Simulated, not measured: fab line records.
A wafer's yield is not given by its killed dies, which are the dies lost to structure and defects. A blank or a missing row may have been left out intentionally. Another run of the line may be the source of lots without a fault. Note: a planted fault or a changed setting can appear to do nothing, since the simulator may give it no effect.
fab line records ; flow nand-harc
record lots=14; wafers=42; last-day=33
route steps=1302 shown A_CHANNEL_HOLE_D1@451 A_BONDPAD@1236 HYBRID_BOND@1243 THIN_TSV@1293 END@1302
lots that met no fault: from a run of the same line without faults
start-h: hours from the record's first day to the start of the lot's first wafer shown ; wait-h: hours since the lot's step before ; " same as the row above ; L1.1+2: several wafers, shown together as one row ; - no value present, or no start provided ; * or withheld: withheld ; < > ~ a bound
route shown NAME@n: names a module that has steps shown in the file, with the first one's number in the route ; usual: mean and standard deviation over wafers with no fault ; same: alike in all rows ; chamber/n: place in a boat ; sites: each site's reading ; _std_site: standard deviation across them ; _edge_site: outer sites' mean less inner sites' ; radius-mm: how far each site lies from the wafer's centre ; mask NAME#n: copy n ; behind: tool/chamber where the wafer was last shaped ; hold: the reason the lot was held/the length of the hold in hours/how it ended ; device: whichever transistor did not switch (one of n, p or np) ; end of line: the same wafers' tests at the end of the route ; a step without rows: its recipe alone ; killed: count of dies lost to structure and defects at first sort (not the wafer's yield) ; map: a wafer's dies, x killed, . not, _ none there
set.NAME: the run value of the setting; set.NAME@STEP: its run value at that earlier step ; model.NAME: the simulator's own value behind a step, which no gauge read
route steps across a sampled set of lots; one table per step, one row per wafer
services: from which hour (start-h, from the record's first day; less than 0 if before it) a tool's chamber was out of use, for how many hours, and why
## steps
# step NHARC_A_CHANNEL_HOLE_D1_DEP_01
# recipe target-thk-a=1400; target-thk-nm=140; temp-c=400; pressure-torr=3.5; flow-sccm=200; rf-w=350; material=SiON
# usual heater-power-w=758/91
lot.wafer;tool;chamber;start-h;wait-h;heater-power-w
L771.1;pecvd-04;0;186.18;1.6;745
L771.6;pecvd-04;0;186.18;1.6;782
L771.5;pecvd-04;1;186.18;1.6;677
L772.6;pecvd-02;0;186.19;0.1;750
L772.4;pecvd-02;1;186.19;0.1;669
L772.5;pecvd-02;2;186.19;0.1;619
L774.3;pecvd-03;0;205.31;1.0;692
L774.5;pecvd-03;1;205.31;1.0;956
L774.6;pecvd-03;2;205.31;1.0;727
L773.3;pecvd-02;1;205.53;1.0;687
L773.1;pecvd-02;2;205.53;1.0;654
L773.4;pecvd-02;0;205.53;1.0;789
L775.1;pecvd-04;2;219.45;1.6;844
L775.5;pecvd-04;1;219.45;1.6;604
L775.4;pecvd-04;0;219.45;1.6;723
L780.3;pecvd-03;0;271.79;1.0;724
L780.1;pecvd-03;1;271.79;1.0;861
L780.4;pecvd-03;2;271.79;1.0;820
L781.1;pecvd-03;1;277.56;1.6;1000
L781.3;pecvd-03;2;277.56;1.6;821
L781.2;pecvd-03;0;277.56;1.6;725
L786.1;pecvd-04;2;325.13;1.7;892
L786.2;pecvd-04;1;325.13;1.7;717
L786.4;pecvd-04;1;325.13;1.7;709
L788.3;pecvd-03;2;350.82;1.0;765
L788.2;pecvd-03;0;350.82;1.0;591
L788.4;pecvd-03;1;350.82;1.0;973
L789.1;pecvd-02;1;361.64;1.6;702
L789.3;pecvd-02;2;361.64;1.6;693
L789.6;pecvd-02;0;361.64;1.6;848
L791.2;pecvd-03;2;383.84;1.3;830
L791.1;pecvd-03;0;383.84;1.3;699
L791.4;pecvd-03;0;383.84;1.3;714
L792.1;pecvd-04;2;385.36;1.6;851
L792.3;pecvd-04;0;385.36;1.6;849
L792.4;pecvd-04;0;385.36;1.6;685
L793.1;pecvd-04;0;404.52;1.8;807
L793.3;pecvd-04;1;404.52;1.8;652
L793.5;pecvd-04;2;404.52;1.8;882
L794.3;pecvd-03;1;414.14;1.0;879
L794.4;pecvd-03;1;414.14;1.0;858
L794.5;pecvd-03;0;414.14;1.0;705
# step NHARC_A_BONDPAD_INSPECT_23
# usual raw-defect-count=534/140
lot.wafer;tool;chamber;start-h;wait-h;raw-defect-count
L773.1;defect-inspect-02;-;549.81;0.0;493
L773.3;defect-inspect-02;-;549.81;0.0;370
L773.4;defect-inspect-02;-;549.81;0.0;325
L772.4;defect-inspect-02;-;550.72;0.0;663
L772.5;defect-inspect-02;-;550.72;0.0;705
L772.6;defect-inspect-02;-;550.72;0.0;676
L774.3;defect-inspect-01;-;556.04;0.0;593
L774.5;defect-inspect-01;-;556.04;0.0;620
L774.6;defect-inspect-01;-;556.04;0.0;625
L771.1;defect-inspect-01;-;561.29;0.0;471
L771.5;defect-inspect-01;-;561.29;0.0;464
L771.6;defect-inspect-01;-;561.29;0.0;499
L775.1;defect-inspect-02;-;570.42;0.0;556
L775.4;defect-inspect-02;-;570.42;0.0;705
L775.5;defect-inspect-02;-;570.42;0.0;551
L786.1;defect-inspect-02;-;675.69;0.0;482
L786.2;defect-inspect-02;-;675.69;0.0;424
L786.4;defect-inspect-02;-;675.69;0.0;738
L788.2;defect-inspect-01;-;690.99;0.0;594
L788.3;defect-inspect-01;-;690.99;0.0;577
L788.4;defect-inspect-01;-;690.99;0.0;503
L789.1;defect-inspect-01;-;707.91;0.0;446
L789.3;defect-inspect-01;-;707.91;0.0;493
L789.6;defect-inspect-01;-;707.91;0.0;448
L791.1;defect-inspect-01;-;735.00;0.0;380
L791.2;defect-inspect-01;-;735.00;0.0;507
L791.4;defect-inspect-01;-;735.00;0.0;550
L792.1;defect-inspect-02;-;736.87;0.0;515
L792.3;defect-inspect-02;-;736.87;0.0;410
L792.4;defect-inspect-02;-;736.87;0.0;408
L793.1;defect-inspect-01;-;747.59;0.0;418
L793.3;defect-inspect-01;-;747.59;0.0;398
L793.5;defect-inspect-01;-;747.59;0.0;383
L794.3;defect-inspect-01;-;761.34;0.0;443
L794.4;defect-inspect-01;-;761.34;0.0;560
L794.5;defect-inspect-01;-;761.34;0.0;763
# step NHARC_HYBRID_BOND_INSPECT_06
# recipe inspect-instrument=ir-void
# usual raw-defect-count=88/37
lot.wafer;tool;chamber;start-h;wait-h;raw-defect-count
L773.1;defect-inspect-01;-;559.32;0.0;16
L773.3;defect-inspect-01;-;559.32;0.0;25
L773.4;defect-inspect-01;-;559.32;0.0;17
L772.4;defect-inspect-02;-;559.33;0.1;99
L772.5;defect-inspect-02;-;559.33;0.1;88
L772.6;defect-inspect-02;-;559.33;0.1;105
L774.3;defect-inspect-01;-;565.32;0.1;131
L774.5;defect-inspect-01;-;565.32;0.1;128
L774.6;defect-inspect-01;-;565.32;0.1;122
L771.1;defect-inspect-02;-;572.54;0.0;107
L771.5;defect-inspect-02;-;572.54;0.0;100
L771.6;defect-inspect-02;-;572.54;0.0;112
L775.1;defect-inspect-02;-;580.22;0.0;23
L775.4;defect-inspect-02;-;580.22;0.0;25
L775.5;defect-inspect-02;-;580.22;0.0;20
L786.1;defect-inspect-02;-;683.20;0.0;111
L786.2;defect-inspect-02;-;683.20;0.0;102
L786.4;defect-inspect-02;-;683.20;0.0;114
L788.2;defect-inspect-02;-;700.52;0.1;162
L788.3;defect-inspect-02;-;700.52;0.1;139
L788.4;defect-inspect-02;-;700.52;0.1;162
L789.1;defect-inspect-02;-;717.45;0.0;93
L789.3;defect-inspect-02;-;717.45;0.0;73
L789.6;defect-inspect-02;-;717.45;0.0;79
L791.1;defect-inspect-02;-;747.29;0.0;104
L791.2;defect-inspect-02;-;747.29;0.0;110
L791.4;defect-inspect-02;-;747.29;0.0;130
L792.1;defect-inspect-01;-;753.64;0.0;86
L792.3;defect-inspect-01;-;753.64;0.0;98
L792.4;defect-inspect-01;-;753.64;0.0;77
L793.1;defect-inspect-01;-;757.09;0.0;90
L793.3;defect-inspect-01;-;757.09;0.0;93
L793.5;defect-inspect-01;-;757.09;0.0;91
L794.3;defect-inspect-01;-;768.33;0.1;70
L794.4;defect-inspect-01;-;768.33;0.1;61
L794.5;defect-inspect-01;-;768.33;0.1;64
# step NHARC_THIN_TSV_DESCUM_35
# recipe time-s=3; o2-flow-sccm=200; ar-flow-sccm=0; bias-power-w=0; chemistry=O2
# usual drypump-motor-current-A=5.8/0.41; oes-product-au=1.001/0.011; rf-vpp-V=57.5/0.88; showerhead-plenum-p-Torr=1.87/0.06; throttle-valve-pct=11.312/0.0078
lot.wafer;tool;chamber;start-h;wait-h;drypump-motor-current-A;oes-product-au;rf-hours-counter-h;rf-vpp-V;showerhead-plenum-p-Torr;throttle-valve-pct
L772.4;rie-diel-13;2;568.34;-;5.2;0.982;2;58.2;1.87;11.313
L772.5;rie-diel-13;1;568.34;-;6.3;1.007;-;57.6;1.82;11.322
L772.6;rie-diel-13;2;568.34;-;5.2;0.985;-;57.8;1.87;11.317
L773.3;rie-diel-02;0;569.27;-;5.6;1.000;11;57.4;1.96;11.310
L773.4;rie-diel-02;1;569.27;-;6.0;1.006;12;58.3;1.89;11.305
L773.1;rie-diel-02;3;569.27;-;5.9;1.010;9;58.0;1.85;11.323
L774.3;rie-diel-03;2;574.02;-;5.8;1.004;6;57.0;1.97;11.312
L774.6;rie-diel-03;3;574.02;-;5.7;1.011;-;57.4;1.86;11.308
L774.5;rie-diel-03;0;574.02;-;5.2;0.996;-;58.0;1.89;11.300
L771.1;rie-diel-13;2;581.33;-;5.1;0.997;3;56.9;1.87;11.296
L771.5;rie-diel-13;3;581.33;-;5.6;0.998;-;57.5;1.93;11.308
L771.6;rie-diel-13;0;581.33;-;5.5;0.995;-;58.7;1.79;11.321
L775.1;rie-diel-13;3;589.00;-;5.6;1.005;3;57.3;1.93;11.309
L775.4;rie-diel-13;0;589.00;-;5.5;0.992;3;56.6;1.79;11.302
L775.5;rie-diel-13;3;589.00;-;5.6;0.992;-;59.3;1.93;11.307
L786.2;rie-diel-13;3;693.13;-;5.6;0.987;7;57.6;1.93;11.315
L786.4;rie-diel-13;0;693.13;-;5.5;0.987;7;58.2;1.79;11.309
L786.1;rie-diel-13;2;693.13;-;5.2;0.998;7;56.8;1.87;11.299
L788.4;rie-diel-02;1;709.77;-;6.1;1.004;7;57.7;1.88;11.324
L788.3;rie-diel-02;2;709.77;-;6.7;0.996;8;57.0;1.92;11.308
L788.2;rie-diel-02;0;709.77;-;5.6;0.986;7;57.3;1.96;11.296
L789.3;rie-diel-02;0;726.06;-;5.6;0.982;8;58.0;1.96;11.314
L789.1;rie-diel-02;2;726.06;-;6.7;1.004;9;57.8;1.92;11.321
L789.6;rie-diel-02;0;726.06;-;5.6;1.000;-;55.4;1.96;11.306
L791.2;rie-diel-02;0;756.83;-;5.6;0.993;0;58.3;1.96;11.306
L791.1;rie-diel-02;1;756.83;-;6.1;1.007;0;57.6;1.88;11.313
L791.4;rie-diel-02;2;756.83;-;6.7;1.004;0;58.2;1.92;11.314
L792.4;rie-diel-13;3;762.15;-;5.6;0.991;4;57.5;1.93;11.297
L792.1;rie-diel-13;0;762.15;-;5.5;1.002;3;56.5;1.79;11.311
L792.3;rie-diel-13;1;762.15;-;6.4;0.992;2;58.0;1.82;11.323
L793.1;rie-diel-13;2;765.88;-;5.2;0.989;4;58.8;1.87;11.316
L793.3;rie-diel-13;3;765.88;-;5.6;0.997;4;58.3;1.93;11.315
L793.5;rie-diel-13;0;765.88;-;5.6;1.003;-;57.2;1.79;11.306
L794.4;rie-diel-03;1;778.32;-;5.8;1.003;10;56.3;1.78;11.309
L794.3;rie-diel-03;2;778.32;-;5.8;1.016;10;58.3;1.96;11.313
L794.5;rie-diel-03;3;778.32;-;5.7;1.015;-;57.4;1.86;11.316
# step NHARC_END_SORT_01
# recipe temp-c=25
# usual killed-at-array=58/20; killed-at-other=1.0/1.2; killed-at-periphery=4.1/3; killed-dies=63/20; killed-open=3.2/1.7; killed-short=2.5/1.5
# same gross-dies=677
lot.wafer;tool;chamber;start-h;wait-h;killed-at-array;killed-at-other;killed-at-periphery;killed-dies;killed-open;killed-short
L780.1;prober-02;0;647.84;2.5;673;0;4;677;4;2
L780.3;prober-02;0;649.44;3.1;674;0;3;677;2;0
L780.4;prober-02;0;650.25;3.4;675;0;2;677;3;1
L781.1;prober-01;0;658.84;2.5;669;2;6;677;2;4
L781.2;prober-01;0;659.64;2.8;664;3;10;677;5;1
L781.3;prober-01;0;660.44;3.1;669;1;7;677;6;1
# killed by level:class
L780.1 A_CHANNEL_HOLE_D1:area-dep=615 A_CHANNEL_HOLE_D1:chamber-film-flake=24 A_CHANNEL_HOLE_D2:chamber-film-flake=20 A_STAIRCASE:chamber-film-flake=4 P_GATE:chamber-film-flake=3 A_WL_FILL:geometric-particle:open=2 A_CHANNEL_FILL_D2:chamber-film-flake=2 A_CONTACT:chamber-film-flake=2
L780.3 A_CHANNEL_HOLE_D1:area-dep=629 A_CHANNEL_HOLE_D1:chamber-film-flake=24 A_CHANNEL_HOLE_D2:chamber-film-flake=12 A_CONTACT:chamber-film-flake=3 P_ZERO_WELL:chamber-film-flake=2 A_CHANNEL_FILL_D2:chamber-film-flake=2 A_CHANNEL_FILL_D1:geometric-particle:open=1 A_ONON_D2:geometric-particle:open=1
L780.4 A_CHANNEL_HOLE_D1:area-dep=616 A_CHANNEL_HOLE_D1:chamber-film-flake=32 A_CHANNEL_HOLE_D2:chamber-film-flake=17 A_SGD_CUT:chamber-film-flake=2 A_SLIT:chamber-film-flake=2 A_CONTACT:chamber-film-flake=2 P_GATE:geometric-particle:open=1 A_WL_FILL:geometric-particle:open=1
L781.1 A_CHANNEL_HOLE_D1:area-dep=606 A_SLIT:chamber-film-flake=38 A_CHANNEL_HOLE_D1:chamber-film-flake=6 A_CONTACT:chamber-film-flake=6 P_ZERO_WELL:chamber-film-flake=3 A_CHANNEL_HOLE_D2:chamber-film-flake=3 A_STAIRCASE:chamber-film-flake=3 THIN_TSV:chamber-film-flake=2
L781.2 A_CHANNEL_HOLE_D1:area-dep=605 A_SLIT:chamber-film-flake=33 A_CHANNEL_HOLE_D1:chamber-film-flake=7 A_CONTACT:chamber-film-flake=6 P_ZERO_WELL:chamber-film-flake=5 A_CHANNEL_HOLE_D2:chamber-film-flake=5 THIN_TSV:chamber-film-flake=3 P_CONTACT:geometric-particle:open=2
L781.3 A_CHANNEL_HOLE_D1:area-dep=604 A_SLIT:chamber-film-flake=35 A_CHANNEL_HOLE_D2:chamber-film-flake=6 A_CHANNEL_HOLE_D1:chamber-film-flake=6 A_STAIRCASE:chamber-film-flake=6 P_ZERO_WELL:chamber-film-flake=4 A_CONTACT:chamber-film-flake=4 A_CHANNEL_FILL_D2:geometric-particle:open=2
## services
tool;chamber;start-h;hours;kind
rie-diel-13;-;165.00;9.0;pm
pecvd-03;-;173.10;0.3;repair
pecvd-03;-;185.16;13.0;pm
rie-diel-02;-;216.70;9.0;pm
rie-diel-13;3;249.14;13.6;repair
rie-diel-13;1;258.48;1.5;repair
pecvd-04;-;269.00;13.0;pm
pecvd-03;-;290.41;0.9;repair
pecvd-04;0;320.02;22.8;repair
rie-diel-13;-;342.00;9.0;pm
pecvd-03;-;366.16;13.0;pm
rie-diel-02;0;367.98;10.0;repair
rie-diel-13;3;387.48;1.3;repair
pecvd-04;-;450.00;13.0;pm
rie-diel-13;1;455.85;7.9;repair
rie-diel-13;2;498.41;1.5;repair
rie-diel-13;-;519.00;9.0;pm
pecvd-03;-;547.16;13.0;pm
pecvd-04;-;631.00;13.0;pm
pecvd-04;0;667.57;7.7;repair
rie-diel-13;-;696.00;9.0;pm
pecvd-03;1;697.70;5.4;repair
rie-diel-13;1;712.03;11.7;repair
pecvd-03;-;728.18;13.0;pm
## key
first-sign step=NHARC_END_SORT_01; reading=killed-dies; direction=up; sigmas=31; usual=63; struck=677
effect step=NHARC_END_SORT_01; reading=killed-at-array; direction=up; sigmas=30; usual=58; struck=671
more-kills-born-at NHARC_A_CHANNEL_HOLE_D1_DEP_01@pecvd-03=3675
met-at NHARC_A_CHANNEL_HOLE_D1_DEP_01
struck-lots L780,L781
later-rows-left-out L780.1,L780.3,L780.4,L781.1,L781.2,L781.3
tester-left-out L780,L781
not-acting-at NHARC_A_BONDPAD_INSPECT_23,NHARC_HYBRID_BOND_INSPECT_06,NHARC_THIN_TSV_DESCUM_35
onset-between 205.31 271.79
fault kind=process-parameter-drift; tool=pecvd-03; chamber=-; onset-h=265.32; steps=NHARC_A_CHANNEL_HOLE_D1_DEP_01; channel=target-thk-nm; offset=134.15; shape=step; end-h=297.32; acts-in=these-recipes-only; stated=140
# tester-left-out: of these lots the tester's yield and bins aren't shown, on N5 and GAA mostly nor the transistor test; their killed dies are dies lost to structure and defects alone, not to doping, threshold or leakage, so they don't give the yield
# later-rows-left-out: the simulator's readings of these wafers behind a module that went badly wrong aren't trusted and aren't shown, but for the sort
